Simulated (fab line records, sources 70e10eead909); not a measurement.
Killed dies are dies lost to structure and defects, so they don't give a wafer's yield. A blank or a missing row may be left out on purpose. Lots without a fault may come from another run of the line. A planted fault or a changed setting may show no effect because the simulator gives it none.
A struck lot beside a sound one | flow nand_harc | 15 steps out of a route of 1159
Sound: wafers L569.1, L569.3, L569.4. Struck: wafer L574.6. (L574.1, L574.5 of the same lot were not struck and are left out.) The cause comes at the end.
At each step with rows: each side's tool, then ch and its chambers, then its first start. Under that, the readings that differ: sound wafers | struck wafers | difference of the means | sigmas: that difference in standard deviations of wafers without a fault.
alike: readings whose means differ by less than 2 such deviations, and words and numbers that are the same on both sides. not compared: withheld readings, readings that some wafer has no value for, bounds like >300 that may hide the same value, and numbers for which the record gives no deviation and whose values overlap.
The two part at a step that has a row with sigmas, a row that says differs or no value, or rows on one side only. Numbers that don't overlap but have no deviation are shown without sigmas and don't part them. A reading that every wafer of one side lacks parts them only if that side has two wafers or more.

first, 1 step without rows for these wafers: NHARC_A_CONTACT_ETCH_112 (etches the open film in C4F8/O2/Ar, time 94 s, target depth 922 nm).
NHARC_A_CONTACT_ETCH_113: etches the open film in C4F8/O2/Ar, time 94 s, target depth 922 nm.
  sound on har_cap_etch-01 ch 0,1, day 16 15:28; struck on har_cap_etch-03 ch 0, day 18 19:16
  not compared: rf_hours_counter_h
NHARC_A_CONTACT_ETCH_114: etches the open film in C4F8/O2/Ar, time 94 s, target depth 922 nm.
  sound on har_cap_etch-01 ch 0,1, day 16 15:33; struck on har_cap_etch-03 ch 0, day 18 19:21
  not compared: rf_hours_counter_h
then, 2 steps without rows for these wafers: NHARC_A_CONTACT_ETCH_115 (etches the open film in C4F8/O2/Ar, time 94 s, target depth 922 nm); NHARC_A_CONTACT_ETCH_116 (etches the open film in C4F8/O2/Ar, time 94 s, target depth 922 nm).
NHARC_A_CONTACT_ETCH_117: etches the open film in C4F8/O2/Ar, time 94 s, target depth 922 nm.
  sound on har_cap_etch-01 ch 0,1, day 16 15:49; struck on har_cap_etch-03 ch 0, day 18 19:37
  not compared: rf_hours_counter_h
then, 2 steps without rows for these wafers: NHARC_A_CONTACT_ETCH_118 (etches the open film in C4F8/O2/Ar, time 94 s, target depth 922 nm); NHARC_A_CONTACT_ETCH_119 (etches the open film in C4F8/O2/Ar, time 94 s, target depth 922 nm).
NHARC_A_CONTACT_ETCH_120: etches the open film in C4F8/O2/Ar, time 94 s, target depth 922 nm.
  sound on har_cap_etch-01 ch 0,1, day 16 16:06; struck on har_cap_etch-03 ch 0, day 18 19:54
  not compared: rf_hours_counter_h
then, 1 step without rows for these wafers: NHARC_A_CONTACT_ETCH_121 (etches the open film in C4F8/O2/Ar, time 94 s, target depth 922 nm).
NHARC_A_CONTACT_ETCH_122: etches the open film in C4F8/O2/Ar, time 95 s, target depth 930 nm.
  sound on har_cap_etch-01 ch 0,1, day 16 16:17; struck on har_cap_etch-03 ch 0, day 18 20:05
  not compared: rf_hours_counter_h
then, 1 step without rows for these wafers: NHARC_A_CONTACT_ETCH_123 (etches the open film in C4F8/O2/Ar, time 253 s, target depth 1090 nm).
NHARC_A_CONTACT_ETCH_90: etches the open film in CH3F/O2, target depth 40 nm, time 85.7 s.
  sound on rie_diel-08 ch 0,2,3, day 16 16:58; struck on rie_diel-05 ch 3, day 18 20:46
  reading               | sound          | struck | difference | sigmas
  oes_product_au (a.u.) | 0.92 0.92 0.92 | 0.75   | -0.17      | -5
  alike: drypump_motor_current_A, rf_vpp_V, showerhead_plenum_p_Torr, throttle_valve_pct
  not compared: rf_hours_counter_h
then, 1 step without rows for these wafers: NHARC_A_CONTACT_ETCH_96 (etches the open film in C4F6/O2, target depth 20 nm, time 10 s).
NHARC_END_SORT_01:
  the record has rows for the sound wafers here (prober-02 ch 0, day 19 18:25) and none for the struck ones

WHERE THEY PART
First at NHARC_A_CONTACT_ETCH_90; last, within this record, at NHARC_END_SORT_01.

WHY: what the simulator had put in
Process parameter drift: rie_diel-05, from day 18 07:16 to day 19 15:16, at NHARC_A_CONTACT_ETCH_90. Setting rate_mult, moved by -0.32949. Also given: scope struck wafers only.
